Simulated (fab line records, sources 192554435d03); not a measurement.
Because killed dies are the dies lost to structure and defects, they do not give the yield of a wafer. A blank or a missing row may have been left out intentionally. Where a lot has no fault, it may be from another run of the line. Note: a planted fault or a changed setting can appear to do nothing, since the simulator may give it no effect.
fab line records	flow n5_finfet
record lots=24	wafers=72	last_day=18
route steps=1938 shown BEOL_M3@967
lots untouched by any fault: they come from a run of this same line in which no faults occurred
start_h: hours from the record's opening day to when the first of the lot's shown wafers began	wait_h: hours from the lot's prior step to this one	" same as the row above	L1.1+2: several wafers, shown together as one row	- either no value or no given start	* or withheld: withheld	< > ~ a bound
route shown NAME@n: NAME is a module with steps in the file, n the number in the route of the first one	usual: average and standard deviation across the fault-free wafers	same: alike in all rows	chamber/n: place in a boat	sites: each site's reading	_std_site: how widely they spread, as a standard deviation	_edge_site: outer sites' mean less inner sites'	radius_mm: for every site, how far away it sits from the centre of the wafer	mask NAME#n: copy n	behind: the most recent tool/chamber to have shaped the wafer	hold: reason for holding the lot/hours on hold/outcome of the hold	device: names the non-switching transistor (n, p or np)	end of line: the route-end tests of the same wafers	a step with no rows: only its recipe	killed: not the wafer's yield, but the dies lost to structure and defects at the first sort	map: a wafer's dies, x killed, . not, _ none there
set.NAME: setting as actually run; set.NAME@STEP: the setting as run at that earlier step	model.NAME: the simulator's own value behind a step, which no gauge read
one table for each step of the route and one row for each wafer, over a sample of lots
services: from which hour (start_h, from the record's first day; less than 0 if before it) a tool's chamber was out of use, for how many hours, and why
## steps
# step N5_BEOL_M3_OVL_MEAS_29
# recipe points_per_wafer=522
# usual V2_OVL=0.2/0.82
lot.wafer	tool	chamber	start_h	wait_h	V2_OVL[nm]
L074.4	overlay-01	0	147.76	0.0	-0.4
L074.5	"	0	"	"	0.9
L074.6	"	0	"	"	0.1
L075.3	overlay-01	0	147.97	0.0	1.6
L075.4	"	0	"	"	0.5
L075.5	"	0	"	"	0.2
L076.2	overlay-01	0	157.44	0.0	0.6
L076.3	"	0	"	"	0.0
L076.4	"	0	"	"	0.6
L077.3	overlay-01	0	167.70	0.0	1.1
L077.4	"	0	"	"	1.0
L077.5	"	0	"	"	1.5
L078.1	overlay-01	0	168.34	0.0	-0.3
L078.2	"	0	"	"	1.2
L078.4	"	0	"	"	-0.2
L079.1	overlay-01	0	175.57	0.0	0.9
L079.3	"	0	"	"	0.7
L079.4	"	0	"	"	0.6
L080.1	overlay-02	0	183.14	0.0	0.5
L080.2	"	0	"	"	1.5
L080.5	"	0	"	"	1.0
L081.2	overlay-01	0	188.15	0.0	0.2
L081.3	"	0	"	"	0.2
L081.6	"	0	"	"	0.0
L082.1	overlay-01	0	201.62	0.0	1.4
L082.4	"	0	"	"	0.5
L082.5	"	0	"	"	1.0
L083.3	overlay-02	0	206.80	0.0	-0.1
L083.5	"	0	"	"	-0.1
L083.6	"	0	"	"	0.5
L084.3	overlay-01	0	206.85	0.0	0.3
L084.4	"	0	"	"	0.5
L084.6	"	0	"	"	-0.9
L085.1	overlay-01	0	219.90	0.0	0.5
L085.3	"	0	"	"	0.5
L085.5	"	0	"	"	1.0
L086.1	overlay-02	0	222.43	0.0	-0.4
L086.2	"	0	"	"	0.7
L086.6	"	0	"	"	0.6
L087.1	overlay-01	0	231.74	0.0	0.7
L087.5	"	0	"	"	0.6
L087.6	"	0	"	"	0.7
L088.1	overlay-02	0	232.26	0.0	1.1
L088.2	"	0	"	"	0.5
L088.5	"	0	"	"	1.2
L090.1	overlay-02	0	241.54	0.0	0.2
L090.4	"	0	"	"	-0.2
L090.5	"	0	"	"	0.4
L089.3	overlay-02	0	248.52	0.0	-0.7
L089.5	"	0	"	"	-0.3
L089.6	"	0	"	"	-0.2
L091.2	overlay-01	0	251.66	0.0	-0.2
L091.3	"	0	"	"	-0.9
L091.5	"	0	"	"	-0.2
L092.1	overlay-02	0	255.10	0.0	0.7
L092.4	"	0	"	"	-0.2
L092.6	"	0	"	"	0.2
L093.1	overlay-02	0	258.39	0.0	-1.6
L093.2	"	0	"	"	-1.6
L093.6	"	0	"	"	-1.4
L094.3	overlay-01	0	280.29	0.0	-1.5
L094.4	"	0	"	"	0.3
L094.6	"	0	"	"	-1.6
L095.1	overlay-02	0	286.10	0.0	0.4
L095.5	"	0	"	"	-0.4
L095.6	"	0	"	"	-0.2
L096.1	overlay-02	0	291.94	0.0	-0.2
L096.2	"	0	"	"	0.5
L096.4	"	0	"	"	0.7
L097.3	overlay-02	0	292.17	0.0	-1.5
L097.4	"	0	"	"	-0.4
L097.6	"	0	"	"	-0.6
# step N5_BEOL_M3_INSPECT_30
# recipe mode=adi	inspect_instrument=brightfield
# usual raw_defect_count=399/110
lot.wafer	tool	chamber	start_h	wait_h	raw_defect_count
L074.4	defect_inspect-02	-	147.80	0.0	407
L074.5	"	-	"	"	379
L074.6	"	-	"	"	367
L075.3	defect_inspect-01	-	148.02	0.0	363
L075.4	"	-	"	"	397
L075.5	"	-	"	"	402
L076.2	defect_inspect-02	-	157.50	0.0	373
L076.3	"	-	"	"	336
L076.4	"	-	"	"	286
L077.3	defect_inspect-02	-	167.75	0.0	267
L077.4	"	-	"	"	315
L077.5	"	-	"	"	299
L078.1	defect_inspect-02	-	168.40	0.1	308
L078.2	"	-	"	"	373
L078.4	"	-	"	"	409
L079.1	defect_inspect-02	-	175.63	0.1	386
L079.3	"	-	"	"	314
L079.4	"	-	"	"	442
L080.1	defect_inspect-02	-	183.20	0.1	356
L080.2	"	-	"	"	514
L080.5	"	-	"	"	417
L081.2	defect_inspect-02	-	188.20	0.0	355
L081.3	"	-	"	"	403
L081.6	"	-	"	"	412
L082.1	defect_inspect-02	-	201.68	0.1	367
L082.4	"	-	"	"	394
L082.5	"	-	"	"	368
L083.3	defect_inspect-01	-	206.84	0.0	452
L083.5	"	-	"	"	412
L083.6	"	-	"	"	285
L084.3	defect_inspect-01	-	206.90	0.0	316
L084.4	"	-	"	"	280
L084.6	"	-	"	"	230
L085.1	defect_inspect-01	-	219.95	0.1	472
L085.3	"	-	"	"	897
L085.5	"	-	"	"	602
L086.1	defect_inspect-01	-	222.49	0.1	243
L086.2	"	-	"	"	440
L086.6	"	-	"	"	350
L087.1	defect_inspect-02	-	231.80	0.1	395
L087.5	"	-	"	"	391
L087.6	"	-	"	"	401
L088.1	defect_inspect-02	-	232.31	0.1	372
L088.2	"	-	"	"	441
L088.5	"	-	"	"	491
L090.1	defect_inspect-01	-	241.59	0.1	467
L090.4	"	-	"	"	309
L090.5	"	-	"	"	353
L089.3	defect_inspect-01	-	248.57	0.0	406
L089.5	"	-	"	"	414
L089.6	"	-	"	"	330
L091.2	defect_inspect-02	-	251.72	0.0	417
L091.3	"	-	"	"	498
L091.5	"	-	"	"	383
L092.1	defect_inspect-02	-	255.16	0.1	301
L092.4	"	-	"	"	410
L092.6	"	-	"	"	360
L093.1	defect_inspect-01	-	258.45	0.1	389
L093.2	"	-	"	"	282
L093.6	"	-	"	"	149
L094.3	defect_inspect-01	-	280.33	0.0	578
L094.4	"	-	"	"	499
L094.6	"	-	"	"	450
L095.1	defect_inspect-02	-	286.16	0.1	521
L095.5	"	-	"	"	350
L095.6	"	-	"	"	449
L096.1	defect_inspect-01	-	291.99	0.1	445
L096.2	"	-	"	"	328
L096.4	"	-	"	"	298
L097.3	defect_inspect-01	-	292.22	0.0	454
L097.4	"	-	"	"	270
L097.6	"	-	"	"	337
# step N5_BEOL_M3_ETCH_77
# recipe chemistry=N2/H2	target=underlayer	target_depth_a=65	mask_material=CAR-EUV	time_s=5.2	ion_energy_ev=200	pressure_mtorr=30	source_w=840	bias_w=150	n2_flow_sccm=200	h2_flow_sccm=200	ends=cleared
# usual drypump_motor_current_A=5.8/0.57	etch_rf_on_time_s=5.23/0.23	oes_product_au=0.65/0.086	rf_fwd_power_W=819.4/2.3	rf_vpp_V=524.2/2.7	showerhead_plenum_p_Torr=2.55/0.085	throttle_valve_pct=17.75/0.29
lot.wafer	tool	chamber	start_h	wait_h	drypump_motor_current_A	etch_rf_on_time_s	oes_product_au	rf_fwd_power_W	rf_hours_counter_h	rf_vpp_V	showerhead_plenum_p_Torr	throttle_valve_pct
L074.4	rie_diel-06	0	147.87	0.0	5.9	5.21	0.63	819.2	186	527.7	2.65	18.13
L074.5	"	1	"	"	5.4	5.13	0.73	817.1	-	525.2	2.56	17.19
L074.6	"	2	"	"	6.2	5.10	0.78	819.6	-	521.4	2.48	17.80
L075.3	rie_diel-06	2	148.08	0.0	6.2	5.10	0.77	816.5	24	523.1	2.48	17.80
L075.4	"	1	"	"	5.4	5.09	0.74	820.8	49	524.0	2.56	17.19
L075.5	"	2	"	"	6.2	5.04	0.78	820.8	-	521.9	2.48	17.81
L076.2	rie_diel-02	1	157.56	0.0	5.1	5.11	0.61	821.0	219	525.0	2.61	17.63
L076.3	"	0	"	"	6.4	4.96	0.85	822.3	3	522.9	2.60	17.26
L076.4	"	3	"	"	6.4	5.61	0.58	819.8	183	523.6	2.54	17.95
L077.3	rie_diel-04	2	167.84	0.0	4.9	5.21	0.62	822.9	196	527.0	2.62	17.71
L077.4	"	0	"	"	5.3	5.36	0.63	819.1	149	527.5	2.66	17.88
L077.5	"	3	"	"	5.9	5.59	0.57	821.7	-	518.6	2.40	17.82
L078.1	rie_diel-02	2	168.46	0.0	6.4	5.01	0.64	813.9	181	521.0	2.43	17.92
L078.2	"	3	"	"	6.5	5.62	0.59	817.4	186	525.4	2.54	17.93
L078.4	"	0	"	"	6.4	4.78	0.86	821.1	6	527.2	2.59	17.30
L079.1	rie_diel-02	1	175.80	0.0	5.1	5.19	0.60	821.5	225	525.1	2.61	17.63
L079.3	"	0	"	"	6.4	4.90	0.86	821.4	8	525.7	2.59	17.27
L079.4	"	3	"	"	6.4	5.73	0.59	821.5	188	524.1	2.54	17.94
L080.1	rie_diel-02	2	183.27	0.0	6.3	5.14	0.62	823.4	185	520.0	2.43	17.93
L080.2	"	1	"	"	5.1	5.17	0.60	819.6	227	526.7	2.61	17.63
L080.5	"	3	"	"	6.5	5.71	0.59	819.8	-	521.8	2.54	17.93
L081.2	rie_diel-02	0	188.27	0.0	6.4	4.87	0.84	820.6	11	525.5	2.59	17.28
L081.3	"	2	"	"	6.3	5.15	0.62	818.5	187	521.4	2.43	17.95
L081.6	"	2	"	"	6.3	5.10	0.62	820.1	-	522.1	2.43	17.93
L082.1	rie_diel-02	0	201.75	0.0	6.4	4.83	0.84	821.2	15	528.1	2.59	17.27
L082.4	"	2	"	"	6.3	5.14	0.63	820.8	191	518.9	2.43	17.94
L082.5	"	3	"	"	6.5	5.67	0.59	819.1	-	523.9	2.54	17.94
L083.3	rie_diel-02	3	206.91	0.0	6.5	5.55	0.59	816.3	197	523.7	2.54	17.96
L083.5	"	1	"	"	5.1	5.02	0.61	820.8	-	527.1	2.61	17.69
L083.6	"	2	"	"	6.3	5.04	0.63	821.1	-	522.1	2.43	17.91
L084.3	rie_diel-04	2	206.97	0.0	4.9	5.20	0.62	818.3	208	524.2	2.62	17.71
L084.4	"	1	"	"	6.3	5.23	0.61	819.5	205	525.3	2.64	17.77
L084.6	"	2	"	"	4.9	5.28	0.62	821.7	-	525.8	2.62	17.73
L085.1	rie_diel-04	3	220.02	0.0	5.9	5.58	0.57	816.4	245	520.5	2.39	17.84
L085.3	"	2	"	"	4.9	5.30	0.62	819.6	212	524.4	2.62	17.73
L085.5	"	1	"	"	6.3	5.39	0.60	818.2	-	525.0	2.64	17.76
L086.1	rie_diel-04	1	222.56	0.0	6.3	5.26	0.61	818.0	210	525.0	2.64	17.74
L086.2	"	3	"	"	5.9	5.54	0.57	823.2	246	522.3	2.39	17.84
L086.6	"	3	"	"	5.9	5.61	0.56	821.5	-	522.0	2.39	17.86
L087.1	rie_diel-06	2	231.87	0.0	6.2	5.08	0.75	820.9	46	520.8	2.47	17.84
L087.5	"	0	"	"	5.9	5.16	0.60	820.3	-	525.7	2.64	18.19
L087.6	"	3	"	"	5.2	5.05	0.61	821.2	-	519.6	2.44	18.09
L088.1	rie_diel-02	3	232.38	0.0	6.5	5.63	0.59	823.4	205	523.7	2.54	17.94
L088.2	"	0	"	"	6.4	4.88	0.80	818.3	24	525.2	2.59	17.31
L088.5	"	0	"	"	6.4	4.86	0.80	818.6	-	522.5	2.59	17.33
L090.1	rie_diel-06	0	241.66	0.0	5.9	5.23	0.60	818.7	214	525.1	2.64	18.19
L090.4	"	3	"	"	5.2	5.12	0.62	813.4	187	521.9	2.44	18.12
L090.5	"	0	"	"	5.9	5.23	0.60	820.5	-	526.6	2.64	18.18
L089.3	rie_diel-06	2	248.63	0.0	6.1	5.17	0.73	819.5	50	523.1	2.47	17.85
L089.5	"	1	"	"	5.4	5.19	0.68	820.4	-	522.6	2.55	17.24
L089.6	"	2	"	"	6.2	5.10	0.75	820.7	-	521.3	2.47	17.85
L091.2	rie_diel-02	0	251.78	0.0	6.4	4.90	0.79	816.5	30	523.9	2.59	17.33
L091.3	"	2	"	"	6.3	5.08	0.62	816.8	207	520.0	2.42	17.97
L091.5	"	3	"	"	6.5	5.72	0.58	820.8	-	523.9	2.53	17.97
L092.1	rie_diel-04	2	255.31	0.0	4.9	5.25	0.61	822.1	224	526.8	2.61	17.76
L092.4	"	2	"	"	4.9	5.27	0.60	823.3	-	526.3	2.61	17.74
L092.6	"	1	"	"	6.3	5.39	0.59	820.2	-	526.4	2.64	17.77
L093.1	rie_diel-04	2	258.99	0.0	4.9	5.21	0.61	819.8	226	527.1	2.61	17.78
L093.2	"	0	"	"	5.3	5.39	0.62	823.5	178	526.2	2.65	17.93
L093.6	"	0	"	"	5.4	5.36	0.61	823.3	-	526.6	2.65	17.95
L094.3	rie_diel-04	2	280.40	0.0	4.9	5.22	0.61	815.0	232	524.9	2.61	17.76
L094.4	"	0	"	"	5.3	5.38	0.61	816.7	184	528.4	2.65	17.93
L094.6	"	0	"	"	5.3	5.39	0.61	814.8	-	526.5	2.65	17.93
L095.1	rie_diel-06	0	286.23	0.0	5.9	5.20	0.59	816.6	226	527.1	2.64	18.21
L095.5	"	1	"	"	5.4	5.20	0.68	822.4	-	525.0	2.54	17.25
L095.6	"	0	"	"	5.9	5.22	0.60	820.2	-	523.5	2.64	18.20
L096.1	rie_diel-02	3	292.06	0.0	6.4	5.64	0.57	817.1	224	521.6	2.53	18.01
L096.2	"	1	"	"	5.1	4.98	0.85	818.9	1	525.5	2.60	17.16
L096.4	"	2	"	"	6.3	5.06	0.61	819.0	220	519.5	2.42	17.97
L097.3	rie_diel-02	3	292.28	0.0	6.4	5.70	0.57	818.3	224	521.7	2.53	17.98
L097.4	"	1	"	"	5.1	5.06	0.85	816.7	1	528.1	2.60	17.17
L097.6	"	1	"	"	5.1	5.03	0.84	819.9	-	526.1	2.60	17.16
# step N5_BEOL_M3_STRIP_97
# recipe chemistry=N2/H2	time_s=10	power_w=450	temp_c=40	pressure_mtorr=20	rf_frequency_hz=6e+07	bias_power_w=7	n2_flow_sccm=200	h2_flow_sccm=200
# usual drypump_motor_current_A=5.9/0.55	oes_product_au=0.78/0.1	rf_vpp_V=59.1/0.78	showerhead_plenum_p_Torr=2.55/0.081	throttle_valve_pct=23.4/0.44
# same time_s=10
lot.wafer	tool	chamber	start_h	wait_h	drypump_motor_current_A	oes_product_au	rf_hours_counter_h	rf_vpp_V	showerhead_plenum_p_Torr	throttle_valve_pct
L074.4	rie_diel-02	3	-	-	6.5	0.71	181	59.1	2.54	23.7
L074.5	"	3	"	"	6.5	0.72	-	56.7	2.54	23.7
L074.6	"	2	"	"	6.3	0.74	-	58.5	2.43	23.7
L075.3	rie_diel-06	1	-	-	5.4	0.86	50	59.5	2.56	22.6
L075.4	"	2	"	"	6.2	0.90	24	59.6	2.48	23.5
L075.5	"	0	"	"	5.9	0.74	-	59.5	2.65	23.9
L076.2	rie_diel-02	3	-	-	6.4	0.72	183	58.7	2.54	23.6
L076.3	"	1	"	"	5.1	0.69	219	59.5	2.61	23.4
L076.4	"	2	"	"	6.3	0.74	178	58.9	2.43	23.7
L077.3	rie_diel-02	2	-	-	6.4	0.75	182	61.1	2.43	23.7
L077.4	"	1	"	"	5.1	0.69	223	59.3	2.61	23.4
L077.5	"	3	"	"	6.4	0.72	-	60.2	2.54	23.7
L078.1	rie_diel-02	3	-	-	6.5	0.71	188	58.9	2.54	23.7
L078.2	"	1	"	"	5.1	0.69	224	59.3	2.61	23.4
L078.4	"	2	"	"	6.4	0.75	183	58.2	2.43	23.7
L080.1	rie_diel-04	1	-	-	6.2	0.71	199	59.8	2.64	23.5
L080.2	"	0	"	"	5.4	0.75	154	58.3	2.65	23.5
L080.5	"	1	"	"	6.2	0.71	-	59.1	2.64	23.5
L079.1	rie_diel-06	2	-	-	6.2	0.89	34	58.8	2.47	23.5
L079.3	"	1	"	"	5.4	0.84	61	59.4	2.55	22.7
L079.4	"	3	"	"	5.2	0.72	172	57.8	2.44	24.1
L081.2	rie_diel-02	2	-	-	6.4	0.74	187	59.4	2.43	23.7
L081.3	"	3	"	"	6.5	0.70	192	59.4	2.54	23.7
L081.6	"	3	"	"	6.5	0.70	-	59.4	2.54	23.7
L082.1	rie_diel-02	3	-	-	6.5	0.70	197	60.1	2.53	23.7
L082.4	"	0	"	"	6.4	0.96	16	60.7	2.59	22.8
L082.5	"	0	"	"	6.5	0.96	-	58.1	2.59	22.8
L083.3	rie_diel-02	3	-	-	6.5	0.71	197	59.3	2.53	23.6
L083.5	"	1	"	"	5.1	0.69	-	59.5	2.60	23.4
L083.6	"	0	"	"	6.4	0.95	-	58.9	2.59	22.8
L084.3	rie_diel-06	0	-	-	5.9	0.72	203	59.2	2.64	23.9
L084.4	"	3	"	"	5.2	0.71	178	58.4	2.44	24.2
L084.6	"	3	"	"	5.2	0.71	-	59.9	2.44	24.2
L085.1	rie_diel-02	1	-	-	5.1	0.68	238	59.0	2.60	23.4
L085.3	"	3	"	"	6.5	0.70	202	59.7	2.53	23.7
L085.5	"	0	"	"	6.4	0.94	-	59.3	2.58	22.8
L086.1	rie_diel-06	1	-	-	5.4	0.83	72	58.2	2.55	22.7
L086.2	"	0	"	"	5.9	0.72	208	57.7	2.64	23.9
L086.6	"	1	"	"	5.4	0.83	-	59.6	2.55	22.7
L087.1	rie_diel-06	0	-	-	5.9	0.72	212	59.5	2.64	23.9
L087.5	"	0	"	"	5.9	0.72	-	59.8	2.64	23.9
L087.6	"	1	"	"	5.4	0.81	-	59.8	2.55	22.7
L088.1	rie_diel-06	3	-	-	5.2	0.71	186	58.9	2.43	24.2
L088.2	"	1	"	"	5.4	0.82	76	57.9	2.55	22.7
L088.5	"	0	"	"	5.9	0.71	-	59.1	2.64	23.9
L090.1	rie_diel-02	1	-	-	5.1	0.67	245	59.9	2.60	23.4
L090.4	"	3	"	"	6.5	0.70	209	57.9	2.53	23.7
L090.5	"	1	"	"	5.1	0.68	-	59.7	2.60	23.4
L089.3	rie_diel-02	0	-	-	6.4	0.91	32	59.0	2.58	22.8
L089.5	"	2	"	"	6.3	0.73	-	58.5	2.42	23.7
L089.6	"	1	"	"	5.1	0.67	-	58.3	2.60	23.4
L091.2	rie_diel-02	3	-	-	6.4	0.70	215	60.3	2.53	23.7
L091.3	"	2	"	"	6.3	0.73	211	59.2	2.42	23.7
L091.5	"	0	"	"	6.4	0.90	-	59.7	2.58	22.8
L092.1	rie_diel-04	0	-	-	5.3	0.73	181	60.4	2.64	23.6
L092.4	"	1	"	"	6.2	0.70	227	59.2	2.63	23.5
L092.6	"	3	"	"	5.9	1.00	-	60.1	2.70	23.1
L093.1	rie_diel-04	1	-	-	6.3	0.69	228	58.7	2.63	23.5
L093.2	"	2	"	"	4.9	0.70	229	60.7	2.60	23.3
L093.6	"	1	"	"	6.2	0.69	-	58.8	2.63	23.5
L094.3	rie_diel-06	3	-	-	5.2	0.69	198	57.7	2.43	24.2
L094.4	"	2	"	"	6.2	0.84	60	58.8	2.46	23.6
L094.6	"	2	"	"	6.2	0.84	-	58.8	2.46	23.5
L095.1	rie_diel-04	3	-	-	5.9	0.98	7	60.3	2.70	23.1
L095.5	"	3	"	"	5.9	0.97	-	60.2	2.70	23.1
L095.6	"	0	"	"	5.3	0.73	-	60.0	2.64	23.6
L097.3	rie_diel-02	2	-	-	6.4	0.71	220	58.3	2.41	23.7
L097.4	"	0	"	"	6.4	0.90	42	59.3	2.58	22.8
L097.6	"	3	"	"	6.5	0.69	-	58.1	2.52	23.7
L096.1	rie_diel-06	1	-	-	5.4	0.80	92	61.5	2.54	22.7
L096.2	"	2	"	"	6.2	0.83	64	59.3	2.46	23.5
L096.4	"	0	"	"	5.9	0.71	229	60.1	2.63	23.9
# step N5_BEOL_M3_CD_MEAS_35
# recipe target_cd_nm=18	target_cd_y_nm=21	polarity=opening
# usual cd_nm=17.6/0.46
lot.wafer	tool	chamber	start_h	wait_h	cd_nm
L074.4	cd_sem-01	-	150.03	0.0	18.3
L074.5	"	-	"	"	17.9
L074.6	"	-	"	"	18.5
L075.3	cd_sem-01	-	150.12	0.0	17.2
L075.4	"	-	"	"	17.3
L075.5	"	-	"	"	17.3
L076.2	cd_sem-02	-	159.40	0.0	16.8
L076.3	"	-	"	"	17.6
L076.4	"	-	"	"	17.8
L077.3	cd_sem-02	-	170.06	0.0	17.4
L077.4	"	-	"	"	17.7
L077.5	"	-	"	"	16.9
L078.1	cd_sem-01	-	175.11	0.0	17.3
L078.2	"	-	"	"	17.1
L078.4	"	-	"	"	17.8
L080.1	cd_sem-02	-	186.84	0.0	17.6
L080.2	"	-	"	"	18.4
L080.5	"	-	"	"	17.7
L079.1	cd_sem-02	-	186.89	0.0	16.8
L079.3	"	-	"	"	16.6
L079.4	"	-	"	"	17.1
L081.2	cd_sem-01	-	189.97	0.0	18.3
L081.3	"	-	"	"	17.4
L081.6	"	-	"	"	17.3
L082.1	cd_sem-01	-	205.28	0.0	16.8
L082.4	"	-	"	"	17.3
L082.5	"	-	"	"	18.1
L083.3	cd_sem-01	-	208.50	0.0	17.9
L083.5	"	-	"	"	17.4
L083.6	"	-	"	"	18.5
L084.3	cd_sem-02	-	208.53	0.0	18.2
L084.4	"	-	"	"	17.5
L084.6	"	-	"	"	17.3
L085.1	cd_sem-01	-	221.82	0.0	17.2
L085.3	"	-	"	"	17.3
L085.5	"	-	"	"	17.6
L086.1	cd_sem-02	-	224.82	0.0	17.7
L086.2	"	-	"	"	16.9
L086.6	"	-	"	"	17.2
L087.1	cd_sem-03	-	235.16	0.0	18.2
L087.5	"	-	"	"	18.0
L087.6	"	-	"	"	17.8
L088.1	cd_sem-03	-	240.34	0.0	17.2
L088.2	"	-	"	"	17.4
L088.5	"	-	"	"	18.1
L090.1	cd_sem-03	-	246.19	0.0	17.2
L090.4	"	-	"	"	17.0
L090.5	"	-	"	"	17.3
L089.3	cd_sem-02	-	259.93	0.0	18.2
L089.5	"	-	"	"	17.9
L089.6	"	-	"	"	18.3
L091.2	cd_sem-01	-	268.66	0.0	17.9
L091.3	"	-	"	"	16.9
L091.5	"	-	"	"	17.1
L092.1	cd_sem-03	-	268.71	0.0	17.6
L092.4	"	-	"	"	17.1
L092.6	"	-	"	"	17.9
L093.1	cd_sem-01	-	270.44	0.0	18.1
L093.2	"	-	"	"	17.4
L093.6	"	-	"	"	17.7
L094.3	cd_sem-02	-	284.59	0.0	17.3
L094.4	"	-	"	"	17.5
L094.6	"	-	"	"	17.4
L095.1	cd_sem-02	-	290.03	0.0	18.0
L095.5	"	-	"	"	18.1
L095.6	"	-	"	"	18.5
L097.3	cd_sem-03	-	293.09	0.0	17.8
L097.4	"	-	"	"	18.3
L097.6	"	-	"	"	16.7
L096.1	cd_sem-01	-	298.30	0.0	18.4
L096.2	"	-	"	"	17.9
L096.4	"	-	"	"	18.2
# step N5_BEOL_M3_SPUTTER_79
# recipe material=Cu	target_thk_a=45	temp_c=-20	chamber_pressure_pa=0.07	power_w=withheld	time_s=8.29
# usual chuck_gas_flow_sccm=1.25/0.049	throttle_valve_pct=29.9/0.83
# same time_s=8.29
lot.wafer	tool	chamber	start_h	wait_h	chuck_gas_flow_sccm	throttle_valve_pct
L074.4	pvd_sputter-01	-	150.95	0.1	1.20	28.7
L074.5	"	-	"	"	1.30	30.7
L074.6	"	-	"	"	1.24	30.0
L075.3	pvd_sputter-03	-	151.18	0.1	1.22	31.8
L075.4	"	-	"	"	1.24	29.0
L075.5	"	-	"	"	1.23	30.2
L076.2	pvd_sputter-03	-	161.25	0.1	1.31	30.0
L076.3	"	-	"	"	1.31	31.7
L076.4	"	-	"	"	1.23	30.0
L077.3	pvd_sputter-02	-	172.76	0.1	1.16	30.2
L077.4	"	-	"	"	1.23	29.8
L077.5	"	-	"	"	1.20	29.7
L078.1	pvd_sputter-01	-	179.57	0.1	1.33	28.4
L078.2	"	-	"	"	1.25	28.8
L078.4	"	-	"	"	1.35	30.0
L080.1	pvd_sputter-02	-	188.09	0.1	1.22	29.7
L080.2	"	-	"	"	1.26	30.2
L080.5	"	-	"	"	1.15	30.0
L079.1	pvd_sputter-01	-	189.79	0.1	1.25	29.9
L079.3	"	-	"	"	1.33	30.7
L079.4	"	-	"	"	1.32	28.8
L081.2	pvd_sputter-02	-	192.73	0.1	1.24	29.8
L081.3	"	-	"	"	1.27	29.6
L081.6	"	-	"	"	1.36	30.2
L082.1	pvd_sputter-03	-	206.31	0.1	1.22	30.9
L082.4	"	-	"	"	1.28	29.3
L082.5	"	-	"	"	1.27	30.9
L083.3	pvd_sputter-02	-	209.96	0.1	1.20	30.3
L083.5	"	-	"	"	1.29	30.2
L083.6	"	-	"	"	1.23	29.7
L084.3	pvd_sputter-02	-	211.88	0.1	1.20	29.7
L084.4	"	-	"	"	1.28	29.9
L084.6	"	-	"	"	1.22	30.0
L085.1	pvd_sputter-03	-	222.90	0.1	1.26	31.0
L085.3	"	-	"	"	1.24	29.8
L085.5	"	-	"	"	1.16	29.2
L086.1	pvd_sputter-02	-	226.21	0.1	1.24	29.8
L086.2	"	-	"	"	1.20	29.9
L086.6	"	-	"	"	1.23	30.1
L087.1	pvd_sputter-01	-	238.58	0.1	1.27	30.6
L087.5	"	-	"	"	1.24	30.8
L087.6	"	-	"	"	1.28	28.6
L088.1	pvd_sputter-01	-	241.42	0.1	1.34	30.5
L088.2	"	-	"	"	1.20	28.5
L088.5	"	-	"	"	1.29	28.9
L090.1	pvd_sputter-01	-	247.75	0.1	1.24	30.0
L090.4	"	-	"	"	1.25	28.6
L090.5	"	-	"	"	1.29	28.6
L089.3	pvd_sputter-03	-	260.79	0.1	1.22	31.0
L089.5	"	-	"	"	1.16	29.4
L089.6	"	-	"	"	1.33	31.6
L091.2	pvd_sputter-03	-	269.55	0.1	1.27	30.1
L091.3	"	-	"	"	1.28	31.4
L091.5	"	-	"	"	1.23	30.4
L092.1	pvd_sputter-01	-	270.37	0.1	1.26	28.8
L092.4	"	-	"	"	1.28	29.7
L092.6	"	-	"	"	1.22	30.4
L093.1	pvd_sputter-03	-	271.82	0.1	1.29	29.6
L093.2	"	-	"	"	1.34	31.1
L093.6	"	-	"	"	1.28	30.8
L094.3	pvd_sputter-01	-	286.05	0.1	1.20	28.7
L094.4	"	-	"	"	1.25	29.9
L094.6	"	-	"	"	1.29	30.9
L095.1	pvd_sputter-02	-	291.25	0.1	1.21	30.0
L095.5	"	-	"	"	1.28	30.0
L095.6	"	-	"	"	1.23	29.9
L097.3	pvd_sputter-01	-	296.44	0.1	1.32	28.7
L097.4	"	-	"	"	1.23	29.9
L097.6	"	-	"	"	1.39	28.7
L096.1	pvd_sputter-02	-	301.06	0.1	1.21	29.8
L096.2	"	-	"	"	1.19	30.2
L096.4	"	-	"	"	1.17	29.7
## services
tool	chamber	start_h	hours	kind
rie_diel-02	0	133.14	-	clean
rie_diel-02	0	133.14	-	consumable_replace:focus_ring
rie_diel-02	0	133.14	16.0	scheduled_down
rie_diel-02	0	133.14	16.0	vent_cycle
rie_diel-04	2	140.05	19.5	repair
pvd_sputter-03	-	155.67	1.6	repair
pvd_sputter-01	-	176.49	2.6	repair
rie_diel-04	3	180.80	1.6	repair
rie_diel-02	1	222.31	5.3	repair
pvd_sputter-01	-	234.69	2.1	repair
rie_diel-04	3	237.79	-	clean
rie_diel-04	3	237.79	-	consumable_replace:focus_ring
rie_diel-04	3	237.79	-	consumable_replace:showerhead
rie_diel-04	3	237.79	23.2	scheduled_down
rie_diel-04	3	237.79	23.2	vent_cycle
pvd_sputter-01	-	256.70	7.0	repair
rie_diel-02	1	267.30	-	clean
rie_diel-02	1	267.30	-	consumable_replace:esc
rie_diel-02	1	267.30	-	consumable_replace:focus_ring
rie_diel-02	1	267.30	22.7	scheduled_down
rie_diel-02	1	267.30	22.7	vent_cycle
## key
fault none
